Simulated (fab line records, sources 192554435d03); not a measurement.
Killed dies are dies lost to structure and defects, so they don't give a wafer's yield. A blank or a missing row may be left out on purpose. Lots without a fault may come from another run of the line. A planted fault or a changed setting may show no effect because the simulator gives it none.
fab line records | flow n5_finfet
record lots=5 wafers=15 last_day=19
route steps=1938 shown HKMG_FIN@449 PASSIVATION@1936
lots that met no fault: from a run of the same line without faults
start_h: hours from the record's first day to the start of the lot's first wafer shown | wait_h: hours since the lot's step before | " the same as in the row above | L1.1+2: a row that stands for several wafers | - no value, or no start given | * or withheld: withheld | < > ~ a bound
route shown NAME@n: a module of which the file shows steps, and the number in the route of the first | usual: mean/standard deviation of fault-free wafers | same: alike in all rows | chamber/n: place in a boat | sites: the reading at each site | _std_site: their standard deviation | _edge_site: outer sites' mean less inner sites' | radius_mm: how far each site lies from the wafer's centre | mask NAME#n: copy n | behind: the tool/chamber that last shaped the wafer | hold: why the lot was held/for how many hours/how that ended | device: the transistor (n, p or np) that didn't switch | end of line: the same wafers' tests at the end of the route | a step without rows: its recipe alone | killed: dies lost to structure and defects at the first sort, not the wafer's yield | map: a wafer's dies, x killed, . not, _ none there
set.NAME: the setting as run; set.NAME@STEP: as run at that earlier step | model.NAME: the simulator's own value behind a step, which no gauge read
lots at some steps of the route; a table a step, a row a wafer
services: from which hour (start_h, from the record's first day; less than 0 if before it) a tool's chamber was out of use, for how many hours, and why
## steps
# step N5_HKMG_FIN_ALD_71
# recipe material=TiN target_thk_a=10 temp_c=400 ald_precursor_family=TiCl4 ald_co_reactant=NH3 pulse_time_s=1 purge_time_s=3 co_reactant_purge_time_s=2 co_reactant_pulse_time_s=2 ald_cycles=47 pressure_torr=3
# usual heater_power_w=876/80 precursor_pulse_height_rel=1.003/0.02
# same co_reactant_pulse_time_s=2
# columns lot.wafer tool chamber start_h wait_h heater_power_w precursor_pulse_height_rel
L476.1 ald_metal-03 0 89.39 0.0 742 0.984
L476.4 " 1 " " 925 1.003
L476.6 " 3 " " 965 1.034
L478.1 ald_metal-03 3 96.62 0.0 969 1.008
L478.4 " 0 " " 748 1.008
L478.6 " 2 " " 871 1.005
L487.1 ald_metal-03 0 149.89 0.0 731 1.041
L487.5 " 3 " " 958 1.004
L487.6 " 2 " " 897 0.970
L494.3 ald_metal-02 2 190.34 0.0 951 0.980
L494.5 " 3 " " 893 0.968
L494.6 " 2 " " 958 1.054
L498.1 ald_metal-03 1 214.71 0.0 924 1.022
L498.3 " 2 " " 881 1.012
L498.5 " 2 " " 909 1.018
# step N5_HKMG_FIN_COAT_66
# recipe resist=SOC temp_c=250 time_s=60 spin_rpm=1500 resist_thk_nm=300
# step N5_HKMG_FIN_ETCH_67
# recipe chemistry=N2/H2 target=SOC target_depth_a=3889 stop_on=TiN ion_energy_ev=100 bias_w=61 pressure_mtorr=30 source_w=850 n2_flow_sccm=200 h2_flow_sccm=200
# step N5_HKMG_FIN_STRIP_90
# recipe chemistry=N2/H2 material=SOC time_s=20 power_w=500 temp_c=40 pressure_mtorr=50 rf_frequency_hz=6e+07 bias_power_w=8 h2_frac=0.5 n2_flow_sccm=300 h2_flow_sccm=300
# step N5_HKMG_FIN_WET_ETCH_73
# recipe chemistry=SC1 mix=1:2:40 temp_c=50 time_s=42.3 target_depth_nm=1.3 dry=ipa_marangoni rinse_time_s=30 rinse_temp_c=23
# step N5_HKMG_FIN_ETCHBACK_68
# recipe chemistry=Cl2/Ar stop_on=HfO2 target_depth_a=5 pressure_mtorr=10 icp_w=600 bias_w=60 Cl2_flow_sccm=40 Ar_flow_sccm=60
# step N5_HKMG_FIN_STRIP_69
# recipe chemistry=N2/H2 power_w=2500 temp_c=300 h2_frac=0.65 time_s=360 pressure_mtorr=withheld n2_flow_sccm=1750 h2_flow_sccm=3250
# usual drypump_motor_current_A=6.1/0.59 heater_power_w=476/37 temp_c=300.00/0.18
# columns lot.wafer tool chamber start_h wait_h drypump_motor_current_A heater_power_w rf_hours_counter_h temp_c
L476.1 plasma_asher-02 1 90.41 0.1 6.7 495 95 299.84
L476.4 " 0 " " 5.7 515 - 300.15
L476.6 " 1 " " 6.7 484 - 300.42
L478.1 plasma_asher-02 0 97.32 0.1 5.7 513 97 299.83
L478.4 " 1 " " 6.7 498 - 300.33
L478.6 " 1 " " 6.7 487 - 299.92
L487.1 plasma_asher-01 1 150.68 0.1 6.6 466 46 300.12
L487.5 " 0 " " 5.3 415 - 299.78
L487.6 " 1 " " 6.6 463 - 300.17
L494.3 plasma_asher-01 0 191.16 0.2 5.3 412 - 300.02
L494.5 " 1 " " 6.6 473 - 300.27
L494.6 " 0 " " 5.3 415 - 300.04
L498.1 plasma_asher-01 0 215.41 0.1 5.3 415 56 300.03
L498.3 " 1 " " 6.6 475 - 299.90
L498.5 " 0 " " 5.3 406 - 300.24
# step N5_HKMG_FIN_ALD_21
# recipe material=TiN target_thk_a=15 temp_c=400 ald_precursor_family=TiCl4 ald_co_reactant=NH3 pulse_time_s=1 purge_time_s=3 co_reactant_purge_time_s=2 co_reactant_pulse_time_s=2 ald_cycles=68 pressure_torr=3
# step N5_HKMG_FIN_ALD_72
# recipe material=W target_thk_a=20 temp_c=300 pressure_torr=7.5 ald_precursor_family=WF6 ald_co_reactant=B2H6 pulse_time_s=1 purge_time_s=2 co_reactant_purge_time_s=2 co_reactant_pulse_time_s=3 ald_cycles=7
# usual heater_power_w=498/43 precursor_pulse_height_rel=0.997/0.02
# same co_reactant_pulse_time_s=3
# columns lot.wafer tool chamber start_h wait_h heater_power_w precursor_pulse_height_rel
L476.1 cvd_w-01 1 91.15 0.2 478 1.021
L476.4 " 0 " " 477 0.989
L476.6 " 0 " " 468 0.962
L478.1 cvd_w-01 0 98.06 0.2 465 0.972
L478.4 " 1 " " 467 0.992
L478.6 " 0 " " 470 1.023
L487.1 cvd_w-02 1 151.43 0.2 577 0.992
L487.5 " 1 " " 570 0.995
L487.6 " 0 " " 500 1.008
L494.3 cvd_w-01 1 191.81 0.2 469 0.984
L494.5 " 0 " " 489 1.014
L494.6 " 1 " " 473 0.989
L498.1 cvd_w-02 1 216.16 0.2 577 1.013
L498.3 " 0 " " 474 0.993
L498.5 " 1 " " 577 1.008
# step N5_HKMG_FIN_W_FILL_22
# recipe material=W target_thk_a=600 temp_c=400 pressure_torr=39.4 time_s=18.2
# usual heater_power_w=891/80 throttle_valve_pct=19.3/0.6
# columns lot.wafer tool chamber start_h wait_h heater_power_w throttle_valve_pct
L476.1 cvd_w-01 1 91.21 0.0 813 19.1
L476.4 " 0 " " 860 18.5
L476.6 " 0 " " 834 18.7
L478.1 cvd_w-01 0 98.12 0.0 853 18.3
L478.4 " 1 " " 827 18.9
L478.6 " 0 " " 851 18.5
L487.1 cvd_w-02 1 151.49 0.0 1004 19.9
L487.5 " 1 " " 1029 20.1
L487.6 " 0 " " 861 20.0
L494.3 cvd_w-01 1 191.86 0.0 838 19.3
L494.5 " 0 " " 857 18.6
L494.6 " 1 " " 847 19.4
L498.1 cvd_w-02 1 216.22 0.0 1050 20.1
L498.3 " 0 " " 857 20.0
L498.5 " 1 " " 1022 20.3
# step N5_HKMG_FIN_PRECLEAN_83
# recipe chemistry=DIW time_s=57.5 temp_c=23
# step N5_HKMG_FIN_SRD_84
# recipe dry_time_s=32 dry=n2_spin spin_rpm=1500
# step N5_HKMG_FIN_CMP_23
# recipe stop_on=SiNx t_overpolish_s=10 post_cmp_clean=rinse_only down_force_psi=4 platen_rpm=50.289 pad_velocity_m_s=1.0006 target_thk_nm=46.326
# usual edge_zone_pressure_frac=0.999/0.0048 head_pressure_psi=3.999/0.0081 motor_current_A=11.8/1.1 overpolish_run_s=10.00/0.048 platen_rpm=50.29/0.031 time_to_endpoint_s=13.2/2.7
# columns lot.wafer tool chamber start_h wait_h edge_zone_pressure_frac head_pressure_psi motor_current_A overpolish_run_s platen_rpm time_to_endpoint_s
L476.1 cmp-01 0 91.32 0.0 0.996 3.987 13.6 9.99 50.29 10.4
L476.4 " 2 " " 1.004 3.989 11.9 10.00 50.31 17.3
L476.6 " 0 " " 0.996 3.987 13.8 10.00 50.23 9.5
L478.4 cmp-01 0 98.39 0.2 1.002 3.994 13.2 10.02 50.29 9.3
L478.1 " 1 " " 0.996 4.000 11.6 10.01 50.32 14.7
L478.6 " 2 " " 1.002 4.006 12.3 10.02 50.29 12.8
L487.1 cmp-01 1 151.68 0.1 1.000 4.010 10.9 10.01 50.33 16.7
L487.5 " 0 " " 0.997 3.991 12.5 10.01 48.28 9.9
L487.6 " 1 " " 1.003 4.008 11.2 10.01 50.27 16.5
L494.3 cmp-03 1 192.21 0.3 1.006 3.993 12.5 9.99 50.26 13.3
L494.5 " 2 " " 0.993 4.007 11.5 10.00 50.27 6.4
L494.6 " 3 " " 1.000 4.000 10.8 9.99 50.33 14.4
L498.3 cmp-03 0 216.33 0.0 1.004 3.994 11.8 9.98 50.26 10.6
L498.1 " 1 " " 0.992 4.003 12.7 10.01 50.28 11.0
L498.5 " 1 " " 0.992 4.004 12.5 9.97 50.33 13.2
# step N5_HKMG_FIN_CMP_94
# recipe stop_on=SiNx post_cmp_clean=w_dilute_nh4oh t_overpolish_s=4.7 down_force_psi=4 platen_rpm=50.289 pad_velocity_m_s=1.0006 target_thk_nm=43.299
# usual edge_zone_pressure_frac=1.000/0.005 head_pressure_psi=4.000/0.0081 motor_current_A=11.8/1.1 platen_rpm=50.29/0.033
# columns lot.wafer tool chamber start_h wait_h edge_zone_pressure_frac head_pressure_psi motor_current_A platen_rpm
L476.1 cmp-01 0 91.80 0.4 1.006 4.008 13.4 50.32
L476.4 " 2 " " 1.001 3.991 12.4 50.28
L476.6 " 0 " " 1.011 4.002 13.1 50.33
L478.4 cmp-01 0 98.77 0.3 1.004 4.001 12.6 50.32
L478.1 " 1 " " 1.002 4.011 11.0 50.29
L478.6 " 2 " " 1.001 4.001 12.1 50.30
L487.1 cmp-01 1 152.11 0.3 1.002 3.986 10.5 50.27
L487.5 " 0 " " 1.004 4.000 13.3 50.23
L487.6 " 1 " " 0.997 4.007 11.3 50.30
L494.3 cmp-03 1 192.54 0.2 1.000 4.011 12.8 50.33
L494.5 " 2 " " 0.991 4.005 12.5 50.33
L494.6 " 3 " " 1.004 3.994 11.3 50.27
L498.3 cmp-03 0 216.81 0.4 1.001 4.001 11.0 50.29
L498.1 " 1 " " 1.008 3.996 12.8 50.29
L498.5 " 1 " " 0.997 3.991 12.8 50.29
# step N5_PASSIVATION_PROBE_49
# usual killed_at_M0_to_M3=33/11 killed_at_M4_up=15/6.2 killed_at_contacts=13/6.5 killed_at_front_end=38/11 killed_at_other=3.4/2.6 killed_dies=102/17 killed_open=67/12 killed_short=34/7.9
# same gross_dies=1180 killed_at_back_side=0
# columns lot.wafer tool chamber start_h wait_h killed_at_M0_to_M3 killed_at_M4_up killed_at_contacts killed_at_front_end killed_at_other killed_dies killed_open killed_short
L494.3 prober-02 - 435.94 0.1 37 13 9 55 2 116 84 29
L494.5 prober-02 - 436.04 0.2 63 11 21 51 2 148 107 36
L494.6 prober-02 - 436.09 0.3 39 17 14 36 5 111 79 29
# killed by level:class
L494.3 FIN_SAQP:geometric_particle:open=20 BEOL_M3:geometric_particle:open=17 STI_FIN_REVEAL:geometric_particle:open=9 BEOL_M2:geometric_particle:open=8 FIN_SAQP:geometric_particle:short=6 MOL_CONTACT_COAG:geometric_particle:open=6 BEOL_M1:geometric_particle:open=5 BEOL_M4:geometric_particle:open=5
L494.5 MOL_CONTACT_COAG:geometric_particle:open=17 BEOL_M2:geometric_particle:open=16 FIN_SAQP:geometric_particle:open=15 BEOL_M1:geometric_particle:open=10 BEOL_M0_SAQP:geometric_particle:open=10 BEOL_M0_SAQP:geometric_particle:short=9 BEOL_M3:geometric_particle:open=9 FIN_SAQP:geometric_particle:short=5
L494.6 FIN_SAQP:geometric_particle:open=10 MOL_CONTACT_COAG:geometric_particle:open=10 BEOL_M3:geometric_particle:open=9 BEOL_M2:geometric_particle:open=7 BEOL_M0:geometric_particle:open=6 STI_FIN_REVEAL:geometric_particle:open=5 DUMMY_GATE:geometric_particle:open=5 BEOL_M1:geometric_particle:open=5
## services
# columns tool chamber start_h hours kind
ald_metal-03 - 75.56 2.6 repair
ald_metal-02 - 88.79 1.2 pm
cmp-03 - 93.65 5.6 pm
ald_metal-02 0 101.29 13.8 repair
cvd_w-01 - 115.34 0.8 repair
cmp-01 - 125.98 4.0 pm
plasma_asher-02 - 129.60 2.3 repair
cmp-01 - 129.98 - consumable_replace:conditioner
cmp-01 - 129.98 - consumable_replace:pad
cmp-01 - 138.77 0.6 repair
plasma_asher-01 - 166.52 6.3 repair
cmp-01 - 176.50 1.6 repair
ald_metal-03 - 177.15 0.4 repair
plasma_asher-01 - 182.30 1.2 repair
cmp-01 - 188.22 12.1 pm
cvd_w-02 0 202.41 1.3 repair
ald_metal-02 - 203.60 0.8 repair
cmp-01 - 206.69 5.5 pm
## key
first_sign step=N5_HKMG_FIN_CMP_23 reading=platen_rpm direction=down sigmas=65 usual=50.29 struck=48.28
effect none on later readings
met_at N5_HKMG_FIN_CMP_23
struck_wafers L487.5
tester_left_out L487
onset_between 98.39 151.68
fault kind=process_parameter_drift tool=cmp-01 chamber=0 onset_h=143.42 steps=N5_HKMG_FIN_CMP_23 channel=platen_rpm offset=-2.0116 shape=step end_h=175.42 acts_in=these_recipes_only stated=50.289
# tester_left_out: of these lots the tester's yield and bins aren't shown, on N5 and GAA mostly nor the transistor test; their killed dies are dies lost to structure and defects alone, not to doping, threshold or leakage, so they don't give the yield
